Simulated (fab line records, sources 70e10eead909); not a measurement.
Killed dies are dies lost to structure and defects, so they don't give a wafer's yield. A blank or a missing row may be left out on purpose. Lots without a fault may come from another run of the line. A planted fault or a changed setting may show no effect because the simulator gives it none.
Chamber matching | flow nand_harc | NHARC_A_WL_FILL_CMP_12 on cmp-01: 4 sister chambers
The step polishes, t overpolish 30 s, target thk 100 nm. 4 wafers are shown with their chamber, then 8 later ones without.

WAFERS WITH THEIR CHAMBER
wafer  | chamber | motor_current_A (A)
L081.6 | 2       | 13.7
L089.3 | 3       | 13.0
L089.6 | 1       | 14.3
L091.3 | 0       | 10.5

WAFERS WITHOUT THEIR CHAMBER
wafer  | motor_current_A (A)
L091.5 | 13.2
L091.6 | 13.9
L094.2 | 14.3
L094.3 | 13.5
L094.6 | 14.7
L096.1 | 13.7
L096.2 | 14.5
L096.3 | 10.1

WHICH CHAMBER EACH WENT THROUGH
wafer  | from the rows above     | in truth
L091.5 | can't be placed: 3 or 2 | 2
L091.6 | can't be placed: 2 or 1 | 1
L094.2 | 1                       | 1
L094.3 | can't be placed: 2 or 3 | 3
L094.6 | 1                       | 1
L096.1 | 2                       | 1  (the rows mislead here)
L096.2 | 1                       | 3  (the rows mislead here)
L096.3 | 0                       | 0
Placed correctly: 3 of 8. Can't be placed from these rows: 3 (the true chamber is among the candidates in 3). Placed wrongly: 2.
How it was worked out, from the rows above alone: a wafer's distance from a chamber is the root of the sum, over the readings, of the square of ((its reading less the chamber's mean) divided by the reading's scatter). The wafer belongs to the nearest chamber; if the next one is less than 2 further off, it can't be placed. A chamber's mean is the mean of its shown wafers. The scatter: with one shown wafer a chamber, the root of the mean of the squares of how far each hidden wafer lies from its nearest shown one.
